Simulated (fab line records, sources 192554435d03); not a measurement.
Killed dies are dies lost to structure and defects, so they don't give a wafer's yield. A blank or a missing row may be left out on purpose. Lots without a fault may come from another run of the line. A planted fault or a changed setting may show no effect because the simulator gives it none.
fab line records | flow n5_finfet
record lots=24 wafers=72 last_day=18
route steps=1938 shown BEOL_M14@1770 BEOL_M15@1788
lots that met no fault: from a run of the same line without faults
start_h: hours from the record's first day to the start of the lot's first wafer shown | wait_h: hours since the lot's step before | " the same as in the row above | L1.1+2: a row that stands for several wafers | - no value, or no start given | * or withheld: withheld | < > ~ a bound
route shown NAME@n: a module of which the file shows steps, and the number in the route of the first | usual: mean/standard deviation of fault-free wafers | same: alike in all rows | chamber/n: place in a boat | sites: the reading at each site | _std_site: their standard deviation | _edge_site: outer sites' mean less inner sites' | radius_mm: how far each site lies from the wafer's centre | mask NAME#n: copy n | behind: the tool/chamber that last shaped the wafer | hold: why the lot was held/for how many hours/how that ended | device: the transistor (n, p or np) that didn't switch | end of line: the same wafers' tests at the end of the route | a step without rows: its recipe alone | killed: dies lost to structure and defects at the first sort, not the wafer's yield | map: a wafer's dies, x killed, . not, _ none there
set.NAME: the setting as run; set.NAME@STEP: as run at that earlier step | model.NAME: the simulator's own value behind a step, which no gauge read
steps of the route over a sample of lots; a table a step, a row a wafer
services: from which hour (start_h, from the record's first day; less than 0 if before it) a tool's chamber was out of use, for how many hours, and why
## steps
# step N5_BEOL_M14_DEP_53
# recipe material=SiCN target_thk_a=500 temp_c=withheld precursor=3MS/NH3 pressure_torr=3 rf_w=675 time_s=17.8
# usual showerhead_plenum_p_Torr=4.153/0.017 throttle_valve_pct=17.9/0.8
# columns lot.wafer tool chamber start_h wait_h showerhead_plenum_p_Torr throttle_valve_pct
L076.2 pecvd-04 0 260.62 0.0 4.156 19.3
L076.5 " 2 " " 4.182 16.8
L076.6 " 0 " " 4.165 19.1
L074.2 pecvd-03 1 260.97 0.0 4.147 18.2
L074.3 " 0 " " 4.133 17.9
L074.6 " 2 " " 4.163 16.7
L077.2 pecvd-01 1 262.27 0.0 4.177 17.3
L077.3 " 2 " " 4.148 18.1
L077.6 " 2 " " 4.158 18.2
L075.1 pecvd-01 0 263.96 0.0 4.153 18.1
L075.3 " 1 " " 4.173 17.3
L075.5 " 2 " " 4.143 18.2
L078.2 pecvd-04 2 274.56 0.0 4.170 16.3
L078.3 " 1 " " 4.138 17.9
L078.6 " 2 " " 4.181 16.3
L079.1 pecvd-03 0 280.35 0.0 4.142 17.7
L079.2 " 2 " " 4.146 17.0
L079.5 " 0 " " 4.134 17.8
L080.1 pecvd-04 0 292.68 0.0 4.166 19.4
L080.4 " 0 " " 4.175 19.2
L080.5 " 1 " " 4.124 18.3
L082.1 pecvd-03 1 310.62 0.0 4.131 18.2
L082.2 " 2 " " 4.161 17.0
L082.4 " 2 " " 4.167 17.0
L081.3 pecvd-04 1 311.52 0.0 4.127 18.3
L081.4 " 1 " " 4.122 17.9
L081.6 " 2 " " 4.176 16.6
L085.3 pecvd-01 2 315.05 0.0 4.144 18.5
L085.5 " 0 " " 4.157 18.2
L085.6 " 2 " " 4.141 18.6
L083.1 pecvd-03 2 315.32 0.0 4.156 16.8
L083.3 " 0 " " 4.134 17.9
L083.5 " 1 " " 4.133 18.3
L084.3 pecvd-04 1 315.47 0.0 4.120 18.1
L084.4 " 1 " " 4.133 18.3
L084.6 " 2 " " 4.177 16.5
L087.3 pecvd-01 0 332.67 0.0 4.160 18.1
L087.4 " 1 " " 4.177 17.5
L087.5 " 0 " " 4.142 18.3
L088.1 pecvd-03 0 341.00 0.0 4.132 17.7
L088.3 " 0 " " 4.133 17.6
L088.4 " 2 " " 4.166 16.9
L086.1 pecvd-03 0 341.58 0.0 4.145 17.6
L086.3 " 0 " " 4.130 17.7
L086.4 " 2 " " 4.166 17.2
L089.2 pecvd-04 1 359.00 0.0 4.124 18.3
L089.4 " 1 " " 4.133 18.3
L089.5 " 2 " " 4.172 16.6
L093.2 pecvd-01 1 363.12 0.0 4.173 17.6
L093.4 " 1 " " 4.178 17.6
L093.6 " 2 " " 4.144 18.5
L091.3 pecvd-03 0 363.99 0.0 4.148 17.5
L091.5 " 2 " " 4.161 16.9
L091.6 " 0 " " 4.132 17.8
L090.1 pecvd-01 1 364.53 0.0 4.163 17.4
L090.3 " 2 " " 4.153 18.5
L090.5 " 1 " " 4.171 17.6
L092.1 pecvd-04 2 365.27 0.0 4.179 16.8
L092.2 " 1 " " 4.126 18.1
L092.3 " 0 " " 4.166 19.2
L095.1 pecvd-01 0 394.63 0.0 4.163 18.3
L095.3 " 1 " " 4.175 17.4
L095.6 " 0 " " 4.162 17.9
L094.3 pecvd-04 2 399.89 0.0 4.177 16.7
L094.5 " 0 " " 4.155 19.5
L094.6 " 1 " " 4.129 18.0
L097.1 pecvd-01 2 402.97 0.0 4.154 18.6
L097.3 " 0 " " 4.151 18.5
L097.6 " 2 " " 4.142 18.8
L096.1 pecvd-03 0 412.78 0.0 4.135 17.7
L096.4 " 2 " " 4.158 17.2
L096.5 " 0 " " 4.136 17.6
# step N5_BEOL_M14_RS_MEAS_54
# recipe thk_meas_gauge=four-point-probe reads=Cu_of_BEOL_M14_ECD_47+Ta_of_BEOL_M14_SPUTTER_44+TaN_of_BEOL_M14_SPUTTER_43
# usual M14_RS=0.0330/0.00051
# columns lot.wafer tool chamber start_h wait_h M14_RS[ohm/sq]
L076.2 film_metro-02 - 260.69 0.1 0.0322
L076.5 " - " " 0.0334
L076.6 " - " " 0.0327
L074.2 film_metro-01 - 261.04 0.1 0.0328
L074.3 " - " " 0.0338
L074.6 " - " " 0.0328
L077.2 film_metro-02 - 262.34 0.1 0.0326
L077.3 " - " " 0.0329
L077.6 " - " " 0.0326
L075.1 film_metro-02 - 264.02 0.0 0.0322
L075.3 " - " " 0.0337
L075.5 " - " " 0.0326
L078.2 film_metro-01 - 274.63 0.1 0.0332
L078.3 " - " " 0.0340
L078.6 " - " " 0.0335
L079.1 film_metro-02 - 280.41 0.0 0.0327
L079.2 " - " " 0.0331
L079.5 " - " " 0.0326
L080.1 film_metro-01 - 292.75 0.0 0.0333
L080.4 " - " " 0.0332
L080.5 " - " " 0.0330
L082.1 film_metro-02 - 310.69 0.0 0.0323
L082.2 " - " " 0.0329
L082.4 " - " " 0.0322
L081.3 film_metro-01 - 311.59 0.1 0.0335
L081.4 " - " " 0.0330
L081.6 " - " " 0.0331
L085.3 film_metro-01 - 315.12 0.1 0.0332
L085.5 " - " " 0.0333
L085.6 " - " " 0.0334
L083.1 film_metro-01 - 315.39 0.0 0.0333
L083.3 " - " " 0.0336
L083.5 " - " " 0.0334
L084.3 film_metro-01 - 315.53 0.1 0.0335
L084.4 " - " " 0.0336
L084.6 " - " " 0.0336
L087.3 film_metro-01 - 332.74 0.1 0.0328
L087.4 " - " " 0.0330
L087.5 " - " " 0.0328
L088.1 film_metro-02 - 341.09 0.1 0.0340
L088.3 " - " " 0.0334
L088.4 " - " " 0.0336
L086.1 film_metro-02 - 341.67 0.1 0.0334
L086.3 " - " " 0.0324
L086.4 " - " " 0.0327
L089.2 film_metro-02 - 359.07 0.1 0.0331
L089.4 " - " " 0.0330
L089.5 " - " " 0.0327
L093.2 film_metro-02 - 363.19 0.1 0.0327
L093.4 " - " " 0.0333
L093.6 " - " " 0.0324
L091.3 film_metro-02 - 364.07 0.1 0.0333
L091.5 " - " " 0.0334
L091.6 " - " " 0.0329
L090.1 film_metro-02 - 364.60 0.0 0.0334
L090.3 " - " " 0.0330
L090.5 " - " " 0.0333
L092.1 film_metro-01 - 365.33 0.0 0.0336
L092.2 " - " " 0.0332
L092.3 " - " " 0.0338
L095.1 film_metro-02 - 394.70 0.0 0.0324
L095.3 " - " " 0.0329
L095.6 " - " " 0.0320
L094.3 film_metro-01 - 399.98 0.1 0.0325
L094.5 " - " " 0.0318
L094.6 " - " " 0.0327
L097.1 film_metro-02 - 403.05 0.1 0.0324
L097.3 " - " " 0.0335
L097.6 " - " " 0.0334
L096.1 film_metro-02 - 412.85 0.0 0.0333
L096.4 " - " " 0.0327
L096.5 " - " " 0.0330
# step N5_BEOL_M15_VIA_ETCH_16
# recipe chemistry=C4F8/O2/Ar target=SiO2 he_inner_torr=15 he_outer_torr=30 target_depth_a=17922 time_s=withheld ion_energy_ev=800 pressure_mtorr=20 source_w=1905 bias_w=2040 Ar_flow_sccm=400 C4F8_flow_sccm=16 O2_flow_sccm=12 ends=cleared
# usual drypump_motor_current_A=5.7/0.57 oes_product_au=0.71/0.079 rf_vpp_V=2222/49 showerhead_plenum_p_Torr=3.42/0.092 throttle_valve_pct=30.81/0.28
# columns lot.wafer tool chamber start_h wait_h drypump_motor_current_A oes_product_au rf_vpp_V showerhead_plenum_p_Torr throttle_valve_pct
L076.2 rie_diel-06 3 261.61 0.0 5.7 0.70 2324 3.57 30.63
L076.5 " 1 " " 5.1 0.64 2152 3.39 30.73
L076.6 " 2 " " 4.9 0.78 2247 3.36 30.49
L074.2 rie_diel-03 2 261.96 0.0 6.6 0.85 2233 3.39 30.88
L074.3 " 0 " " 6.5 0.84 2280 3.50 30.46
L074.6 " 2 " " 6.6 0.84 2232 3.39 30.87
L077.2 rie_diel-01 3 263.26 0.0 5.9 0.64 2179 3.27 30.97
L077.3 " 1 " " 4.8 0.62 2201 3.52 30.72
L077.6 " 1 " " 4.8 0.63 2200 3.52 30.74
L075.1 rie_diel-06 1 264.88 0.0 5.1 0.63 2151 3.39 30.72
L075.3 " 0 " " 6.2 0.66 2227 3.29 31.04
L075.5 " 2 " " 5.0 0.78 2248 3.36 30.48
L078.2 rie_diel-03 2 275.42 0.0 6.6 0.84 2230 3.39 30.85
L078.3 " 1 " " 5.7 0.77 2193 3.48 30.59
L078.6 " 3 " " 5.4 0.62 2194 3.52 30.92
L079.1 rie_diel-03 2 281.50 0.0 6.6 0.83 2232 3.39 30.85
L079.2 " 1 " " 5.7 0.77 2194 3.47 30.59
L079.5 " 3 " " 5.4 0.63 2196 3.51 30.92
L080.1 rie_diel-03 2 293.54 0.0 6.6 0.83 2232 3.39 30.86
L080.4 " 1 " " 5.7 0.77 2193 3.47 30.59
L080.5 " 3 " " 5.4 0.62 2196 3.51 30.92
L082.1 rie_diel-06 1 311.48 0.0 5.1 0.63 2149 3.38 30.74
L082.2 " 2 " " 5.0 0.77 2246 3.35 30.49
L082.4 " 3 " " 5.8 0.69 2324 3.57 30.65
L081.3 rie_diel-03 2 312.38 0.0 6.6 0.82 2232 3.39 30.90
L081.4 " 0 " " 6.5 0.82 2282 3.49 30.47
L081.6 " 1 " " 5.7 0.76 2192 3.47 30.60
L085.3 rie_diel-06 2 315.91 0.0 5.0 0.76 2246 3.35 30.48
L085.5 " 0 " " 6.3 0.66 2228 3.28 31.05
L085.6 " 2 " " 5.0 0.76 2247 3.35 30.50
L083.1 rie_diel-06 3 316.32 0.0 5.7 0.69 2322 3.56 30.66
L083.3 " 0 " " 6.3 0.65 2228 3.28 31.04
L083.5 " 0 " " 6.2 0.65 2228 3.28 31.05
L084.3 rie_diel-01 2 316.46 0.0 6.0 0.69 2186 3.48 31.18
L084.4 " 0 " " 5.2 0.67 2189 3.43 31.36
L084.6 " 2 " " 6.0 0.70 2187 3.48 31.19
L087.3 rie_diel-01 0 333.53 0.0 5.2 0.67 2189 3.42 31.35
L087.4 " 1 " " 4.9 0.61 2199 3.51 30.76
L087.5 " 1 " " 4.9 0.61 2199 3.51 30.75
L088.1 rie_diel-06 1 342.25 0.0 5.0 0.89 2150 3.38 30.53
L088.3 " 0 " " 6.3 0.66 2227 3.27 31.06
L088.4 " 3 " " 5.7 0.68 2324 3.56 30.66
L086.1 rie_diel-01 1 342.65 0.0 4.9 0.61 2200 3.51 30.75
L086.3 " 3 " " 5.9 0.63 2179 3.27 31.02
L086.4 " 0 " " 5.2 0.65 2187 3.42 31.38
L089.2 rie_diel-01 2 359.99 0.0 6.0 0.69 2183 3.47 31.19
L089.4 " 0 " " 5.2 0.66 2187 3.42 31.36
L089.5 " 1 " " 4.9 0.61 2199 3.50 30.76
L093.2 rie_diel-01 0 364.15 0.0 5.2 0.65 2187 3.42 31.33
L093.4 " 3 " " 5.9 0.62 2178 3.26 31.01
L093.6 " 0 " " 5.2 0.65 2187 3.42 31.35
L091.3 rie_diel-06 3 365.35 0.0 5.7 0.69 2322 3.56 30.68
L091.5 " 3 " " 5.7 0.68 2322 3.56 30.69
L091.6 " 0 " " 6.2 0.65 2227 3.27 31.09
L090.1 rie_diel-06 0 366.81 0.0 6.2 0.64 2226 3.27 31.05
L090.3 " 2 " " 5.0 0.75 2245 3.34 30.52
L090.5 " 1 " " 5.1 0.87 2151 3.38 30.54
L092.1 rie_diel-06 0 367.35 0.0 6.2 0.64 2225 3.27 31.07
L092.2 " 2 " " 5.0 0.74 2245 3.34 30.52
L092.3 " 3 " " 5.8 0.67 2323 3.56 30.67
L095.1 rie_diel-03 2 395.72 0.0 6.6 0.77 2231 3.37 30.88
L095.3 " 3 " " 5.4 0.82 2192 3.50 30.80
L095.6 " 3 " " 5.4 0.82 2194 3.50 30.79
L094.3 rie_diel-01 0 401.00 0.0 5.2 0.65 2187 3.41 31.35
L094.5 " 3 " " 5.9 0.62 2178 3.25 31.04
L094.6 " 2 " " 6.0 0.67 2186 3.46 31.20
L097.1 rie_diel-06 0 403.97 0.0 6.2 0.63 2227 3.26 31.08
L097.3 " 2 " " 5.0 0.73 2245 3.34 30.53
L097.6 " 3 " " 5.7 0.67 2322 3.55 30.68
L096.1 rie_diel-03 2 414.02 0.0 6.6 0.77 2230 3.37 30.91
L096.4 " 1 " " 5.7 0.74 2193 3.46 30.61
L096.5 " 0 " " 6.5 0.78 2280 3.47 30.49
# step N5_BEOL_M15_STRIP_63
# recipe chemistry=O2 power_w=600 temp_c=60 pressure_mtorr=30 rf_frequency_hz=6e+07 bias_power_w=0 overash_fraction=0.3 o2_flow_sccm=225
# usual drypump_motor_current_A=5.7/0.57 oes_product_au=0.79/0.088 rf_vpp_V=3.6/0.75 showerhead_plenum_p_Torr=2.09/0.063 throttle_valve_pct=16.67/0.26
# columns lot.wafer tool chamber start_h wait_h drypump_motor_current_A oes_product_au rf_hours_counter_h rf_vpp_V showerhead_plenum_p_Torr throttle_valve_pct
L076.2 rie_diel-06 3 - - 5.7 0.78 126 2.8 2.19 16.64
L076.5 " 1 " " 5.1 0.70 - 4.1 2.07 16.84
L076.6 " 2 " " 5.0 0.87 - 4.7 2.05 16.24
L074.2 rie_diel-03 2 - - 6.6 0.93 7 2.5 2.07 16.59
L074.3 " 0 " " 6.5 0.96 20 4.5 2.16 16.30
L074.6 " 2 " " 6.6 0.93 - 4.3 2.07 16.56
L077.2 rie_diel-01 3 - - 5.9 0.73 214 3.8 2.01 16.97
L077.3 " 1 " " 4.8 0.69 220 5.1 2.14 16.64
L077.6 " 1 " " 4.8 0.70 - 3.0 2.14 16.65
L075.1 rie_diel-06 1 - - 5.0 0.69 239 3.2 2.07 16.82
L075.3 " 0 " " 6.2 0.73 191 4.5 1.99 16.88
L075.5 " 2 " " 4.9 0.87 - 3.1 2.05 16.21
L078.2 rie_diel-03 2 - - 6.6 0.93 10 3.1 2.07 16.56
L078.3 " 1 " " 5.7 0.86 53 4.2 2.13 16.46
L078.6 " 3 " " 5.4 0.68 - 3.9 2.18 17.09
L079.1 rie_diel-03 2 - - 6.6 0.93 12 4.2 2.07 16.62
L079.2 " 1 " " 5.7 0.86 56 2.8 2.13 16.51
L079.5 " 3 " " 5.4 0.69 - 2.4 2.17 17.09
L080.1 rie_diel-03 2 - - 6.6 0.92 15 3.0 2.07 16.58
L080.4 " 1 " " 5.7 0.86 58 3.9 2.13 16.47
L080.5 " 3 " " 5.4 0.69 - 3.8 2.17 17.06
L082.1 rie_diel-06 1 - - 5.1 0.69 250 3.1 2.07 16.85
L082.2 " 2 " " 5.0 0.87 71 3.8 2.04 16.28
L082.4 " 3 " " 5.7 0.76 142 4.9 2.19 16.68
L081.3 rie_diel-03 2 - - 6.6 0.90 21 4.6 2.07 16.61
L081.4 " 0 " " 6.5 0.91 - 2.3 2.15 16.33
L081.6 " 1 " " 5.7 0.85 - 3.4 2.13 16.52
L085.3 rie_diel-06 2 - - 5.0 0.84 73 4.3 2.04 16.29
L085.5 " 0 " " 6.2 0.73 - 5.0 1.99 16.92
L085.6 " 2 " " 4.9 0.85 - 3.6 2.04 16.27
L083.1 rie_diel-06 3 - - 5.7 0.75 143 3.2 2.19 16.67
L083.3 " 0 " " 6.2 0.71 207 4.3 1.99 16.94
L083.5 " 0 " " 6.2 0.72 - 2.3 1.99 16.92
L084.3 rie_diel-01 2 - - 6.0 0.77 128 3.5 2.08 16.64
L084.4 " 0 " " 5.2 0.74 - 4.1 2.09 17.01
L084.6 " 2 " " 6.0 0.77 - 4.1 2.08 16.62
L087.3 rie_diel-01 0 - - 5.2 0.73 192 5.4 2.08 17.02
L087.4 " 1 " " 4.8 0.68 240 3.5 2.14 16.68
L087.5 " 1 " " 4.9 0.68 - 4.0 2.14 16.71
L088.1 rie_diel-06 1 - - 5.1 0.99 2 2.4 2.07 16.37
L088.3 " 0 " " 6.2 0.71 216 3.9 1.99 16.94
L088.4 " 3 " " 5.7 0.75 153 3.8 2.18 16.69
L086.1 rie_diel-01 1 - - 4.8 0.68 243 3.5 2.14 16.71
L086.3 " 3 " " 5.9 0.71 231 4.7 2.00 16.98
L086.4 " 0 " " 5.2 0.73 195 3.1 2.08 17.05
L089.2 rie_diel-01 2 - - 6.0 0.74 142 2.3 2.08 16.64
L089.4 " 0 " " 5.2 0.72 200 3.4 2.08 17.05
L089.5 " 1 " " 4.8 0.68 - 3.6 2.13 16.69
L093.2 rie_diel-01 0 - - 5.2 0.73 201 2.8 2.08 17.03
L093.4 " 3 " " 5.9 0.70 - 3.8 2.00 16.98
L093.6 " 0 " " 5.2 0.73 - 3.4 2.08 17.06
L091.3 rie_diel-06 3 - - 5.7 0.74 160 3.8 2.18 16.70
L091.5 " 3 " " 5.7 0.74 - 4.2 2.18 16.71
L091.6 " 0 " " 6.2 0.71 - 4.1 1.98 16.94
L090.1 rie_diel-06 0 - - 6.2 0.71 224 3.3 1.98 16.97
L090.3 " 2 " " 5.0 0.83 89 3.2 2.03 16.28
L090.5 " 1 " " 5.0 0.95 - 3.3 2.07 16.41
L092.1 rie_diel-06 0 - - 6.2 0.70 225 3.3 1.98 16.95
L092.2 " 2 " " 5.0 0.84 89 3.2 2.03 16.30
L092.3 " 3 " " 5.7 0.74 161 3.4 2.18 16.72
L095.1 rie_diel-03 2 - - 6.6 0.87 43 3.9 2.06 16.64
L095.3 " 3 " " 5.4 0.91 17 2.6 2.17 16.69
L095.6 " 3 " " 5.4 0.91 - 3.2 2.17 16.69
L094.3 rie_diel-01 0 - - 5.2 0.71 213 3.0 2.08 17.08
L094.5 " 3 " " 5.9 0.70 - 4.2 2.00 17.01
L094.6 " 2 " " 6.0 0.73 - 3.1 2.07 16.68
L097.1 rie_diel-06 0 - - 6.2 0.70 236 4.9 1.98 16.95
L097.3 " 2 " " 4.9 0.82 100 1.9 2.03 16.30
L097.6 " 3 " " 5.7 0.72 - 4.1 2.17 16.73
L096.1 rie_diel-03 2 - - 6.6 0.85 49 3.6 2.06 16.64
L096.4 " 1 " " 5.7 0.81 89 4.3 2.12 16.55
L096.5 " 0 " " 6.5 0.86 - 4.2 2.14 16.39
# step N5_BEOL_M15_STRIP_37
# recipe chemistry=O2 power_w=600 temp_c=60 pressure_mtorr=30 rf_frequency_hz=6e+07 bias_power_w=0 overash_fraction=0.3 o2_flow_sccm=225
# usual drypump_motor_current_A=5.7/0.56 oes_product_au=0.79/0.094 rf_vpp_V=3.6/0.62 showerhead_plenum_p_Torr=2.09/0.06 throttle_valve_pct=16.69/0.26
# columns lot.wafer tool chamber start_h wait_h drypump_motor_current_A oes_product_au rf_hours_counter_h rf_vpp_V showerhead_plenum_p_Torr throttle_valve_pct
L076.2 rie_diel-03 0 - - 6.5 0.94 21 4.8 2.15 16.32
L076.5 " 1 " " 5.7 0.86 - 4.7 2.14 16.47
L076.6 " 3 " " 5.4 0.68 - 4.4 2.18 17.07
L074.2 rie_diel-01 1 - - 4.8 0.70 222 2.9 2.14 16.67
L074.3 " 3 " " 5.9 0.72 216 3.4 2.01 16.95
L074.6 " 2 " " 6.0 0.78 - 3.4 2.09 16.60
L077.2 rie_diel-01 2 - - 6.0 0.76 116 3.8 2.09 16.60
L077.3 " 3 " " 5.9 0.72 216 2.1 2.01 16.98
L077.6 " 2 " " 6.0 0.77 - 3.6 2.09 16.60
L075.1 rie_diel-01 0 - - 5.2 0.74 174 3.9 2.09 17.01
L075.3 " 2 " " 6.0 0.77 116 2.8 2.09 16.61
L075.5 " 1 " " 4.8 0.68 - 4.3 2.14 16.66
L078.2 rie_diel-01 2 - - 6.0 0.77 118 3.8 2.09 16.58
L078.3 " 0 " " 5.2 0.74 175 2.7 2.09 17.01
L078.6 " 3 " " 5.9 0.72 - 2.8 2.01 16.95
L079.1 rie_diel-03 3 - - 5.4 0.68 248 3.9 2.17 17.07
L079.2 " 2 " " 6.6 0.93 16 3.8 2.07 16.57
L079.5 " 1 " " 5.6 0.86 - 3.9 2.13 16.49
L080.1 rie_diel-06 2 - - 5.0 0.86 66 3.0 2.04 16.23
L080.4 " 3 " " 5.7 0.77 - 4.3 2.19 16.66
L080.5 " 0 " " 6.2 0.72 - 4.0 1.99 16.92
L082.1 rie_diel-03 0 - - 6.5 0.90 36 4.0 2.15 16.34
L082.2 " 2 " " 6.6 0.90 21 2.3 2.06 16.59
L082.4 " 2 " " 6.6 0.90 - 3.5 2.07 16.60
L081.3 rie_diel-01 1 - - 4.9 0.69 234 3.5 2.14 16.71
L081.4 " 2 " " 6.0 0.76 - 3.2 2.08 16.63
L081.6 " 1 " " 4.9 0.69 - 3.1 2.14 16.71
L085.3 rie_diel-01 0 - - 5.2 0.73 188 2.8 2.08 17.03
L085.5 " 0 " " 5.2 0.73 - 4.2 2.09 17.01
L085.6 " 2 " " 6.0 0.76 - 3.6 2.08 16.63
L083.1 rie_diel-03 2 - - 6.6 0.90 25 2.4 2.06 16.62
L083.3 " 0 " " 6.5 0.91 - 3.3 2.15 16.33
L083.5 " 0 " " 6.5 0.93 - 3.5 2.15 16.35
L084.3 rie_diel-03 0 - - 6.5 0.90 40 3.3 2.15 16.35
L084.4 " 3 " " 5.4 1.00 - 3.3 2.17 16.64
L084.6 " 2 " " 6.6 0.90 - 1.8 2.06 16.60
L087.3 rie_diel-01 1 - - 4.8 0.68 242 4.1 2.14 16.71
L087.4 " 3 " " 5.9 0.71 230 4.5 2.00 16.98
L087.5 " 1 " " 4.8 0.67 - 4.8 2.14 16.70
L088.1 rie_diel-01 0 - - 5.2 0.72 195 4.1 2.08 17.05
L088.3 " 2 " " 6.0 0.75 137 3.6 2.08 16.63
L088.4 " 1 " " 4.8 0.67 244 3.0 2.14 16.71
L086.1 rie_diel-06 0 - - 6.2 0.72 217 2.9 1.98 16.94
L086.3 " 1 " " 5.1 0.98 3 2.5 2.07 16.38
L086.4 " 3 " " 5.7 0.76 154 4.2 2.18 16.70
L089.2 rie_diel-06 2 - - 5.0 0.83 87 3.4 2.04 16.29
L089.4 " 3 " " 5.8 0.74 159 3.0 2.18 16.70
L089.5 " 0 " " 6.2 0.70 - 3.6 1.98 16.94
L093.2 rie_diel-01 3 - - 5.9 0.70 242 4.3 2.00 17.00
L093.4 " 3 " " 5.9 0.70 - 4.7 2.00 17.01
L093.6 " 0 " " 5.3 0.72 - 4.3 2.08 17.04
L091.3 rie_diel-06 3 - - 5.7 0.73 163 3.4 2.18 16.71
L091.5 " 3 " " 5.7 0.74 - 3.4 2.18 16.72
L091.6 " 0 " " 6.2 0.71 - 3.1 1.98 16.95
L090.1 rie_diel-06 3 - - 5.7 0.74 164 3.1 2.18 16.72
L090.3 " 1 " " 5.0 0.95 11 3.1 2.07 16.39
L090.5 " 0 " " 6.3 0.71 - 3.6 1.98 16.97
L092.1 rie_diel-01 3 - - 5.9 0.70 244 2.9 2.00 17.02
L092.2 " 2 " " 6.0 0.74 150 4.1 2.08 16.64
L092.3 " 0 " " 5.2 0.71 207 2.6 2.08 17.07
L095.1 rie_diel-06 0 - - 6.2 0.70 235 4.2 1.98 16.95
L095.3 " 1 " " 5.1 0.92 19 3.0 2.06 16.42
L095.6 " 1 " " 5.1 0.92 - 2.4 2.06 16.44
L094.3 rie_diel-01 1 - - 4.8 0.92 7 3.8 2.13 16.21
L094.5 " 1 " " 4.8 0.92 - 3.1 2.13 16.21
L094.6 " 0 " " 5.2 0.72 - 3.8 2.08 17.07
L097.1 rie_diel-01 2 - - 6.0 0.73 158 3.3 2.07 16.68
L097.3 " 1 " " 4.8 0.92 7 3.7 2.13 16.20
L097.6 " 0 " " 5.2 0.71 - 3.4 2.08 17.06
L096.1 rie_diel-01 1 - - 4.8 0.90 12 3.0 2.13 16.21
L096.4 " 0 " " 5.2 0.71 220 5.3 2.07 17.10
L096.5 " 3 " " 5.9 0.99 - 3.4 2.26 16.56
# step N5_BEOL_M15_SPUTTER_44
# recipe material=Ta target_thk_a=150 temp_c=50 bias_v=80 power_w=15000 chamber_pressure_pa=0.07 time_s=24.19
# usual throttle_valve_pct=30.1/0.72
# columns lot.wafer tool chamber start_h wait_h throttle_valve_pct
L076.2 pvd_sputter-01 - 268.08 0.0 29.1
L076.5 " - " " 29.4
L076.6 " - " " 30.8
L074.2 pvd_sputter-01 - 268.57 0.0 30.9
L074.3 " - " " 29.2
L074.6 " - " " 30.8
L077.2 pvd_sputter-02 - 271.47 0.0 30.6
L077.3 " - " " 31.0
L077.6 " - " " 29.9
L075.1 pvd_sputter-03 - 272.11 0.0 29.9
L075.3 " - " " 31.0
L075.5 " - " " 28.8
L078.2 pvd_sputter-02 - 279.15 0.0 30.9
L078.3 " - " " 29.6
L078.6 " - " " 30.7
L079.1 pvd_sputter-02 - 298.78 0.0 29.8
L079.2 " - " " 30.5
L079.5 " - " " 29.7
L080.1 pvd_sputter-01 - 298.88 0.0 30.5
L080.4 " - " " 29.2
L080.5 " - " " 30.9
L082.1 pvd_sputter-03 - 314.09 0.0 28.7
L082.2 " - " " 29.8
L082.4 " - " " 29.2
L081.3 pvd_sputter-03 - 314.79 0.0 29.0
L081.4 " - " " 29.9
L081.6 " - " " 28.8
L085.3 pvd_sputter-03 - 320.40 0.0 28.8
L085.5 " - " " 28.7
L085.6 " - " " 30.0
L083.1 pvd_sputter-02 - 321.09 0.0 30.9
L083.3 " - " " 30.1
L083.5 " - " " 30.7
L084.3 pvd_sputter-03 - 321.28 0.0 29.3
L084.4 " - " " 29.8
L084.6 " - " " 30.8
L087.3 pvd_sputter-02 - 340.00 0.0 30.7
L087.4 " - " " 30.7
L087.5 " - " " 29.9
L088.1 pvd_sputter-03 - 345.81 0.0 30.0
L088.3 " - " " 28.6
L088.4 " - " " 29.1
L086.1 pvd_sputter-03 - 346.13 0.0 28.7
L086.3 " - " " 29.2
L086.4 " - " " 30.6
L089.2 pvd_sputter-02 - 363.08 0.0 30.8
L089.4 " - " " 30.2
L089.5 " - " " 29.6
L093.2 pvd_sputter-02 - 371.21 0.0 30.6
L093.4 " - " " 29.9
L093.6 " - " " 30.9
L091.3 pvd_sputter-02 - 371.71 0.0 30.5
L091.5 " - " " 30.5
L091.6 " - " " 29.5
L090.1 pvd_sputter-02 - 373.31 0.0 30.8
L090.3 " - " " 30.0
L090.5 " - " " 29.7
L092.1 pvd_sputter-03 - 377.35 0.0 29.2
L092.2 " - " " 30.2
L092.3 " - " " 30.8
L095.1 pvd_sputter-02 - 402.82 0.0 30.0
L095.3 " - " " 30.5
L095.6 " - " " 30.1
L094.3 pvd_sputter-02 - 406.62 0.0 30.6
L094.5 " - " " 29.8
L094.6 " - " " 30.7
L097.1 pvd_sputter-01 - 406.82 0.0 30.7
L097.3 " - " " 30.8
L097.6 " - " " 30.8
L096.1 pvd_sputter-01 - 419.31 0.0 29.1
L096.4 " - " " 30.7
L096.5 " - " " 29.1
## services
# columns tool chamber start_h hours kind
rie_diel-01 0 241.59 12.8 repair
pecvd-01 1 243.29 17.6 repair
pecvd-01 - 245.94 0.7 repair
pecvd-04 - 265.39 0.2 repair
rie_diel-03 2 266.47 4.2 repair
pecvd-01 - 268.67 0.6 repair
pecvd-04 - 284.97 2.8 pm
rie_diel-06 1 290.13 8.6 repair
rie_diel-01 - 294.76 1.2 repair
pvd_sputter-01 - 336.32 11.7 repair
pecvd-03 1 339.16 4.0 repair
pvd_sputter-02 - 357.05 3.6 repair
rie_diel-03 - 357.61 13.2 repair
rie_diel-01 1 363.69 - clean
rie_diel-01 1 363.69 - consumable_replace:focus_ring
rie_diel-01 1 363.69 20.8 scheduled_down
rie_diel-01 1 363.69 20.8 vent_cycle
rie_diel-06 - 363.75 0.3 repair
pvd_sputter-03 - 367.80 5.5 repair
rie_diel-01 3 401.32 - clean
rie_diel-01 3 401.32 - consumable_replace:focus_ring
rie_diel-01 3 401.32 - consumable_replace:showerhead
rie_diel-01 3 401.32 17.0 scheduled_down
pvd_sputter-03 - 412.75 5.3 repair
## key
fault none
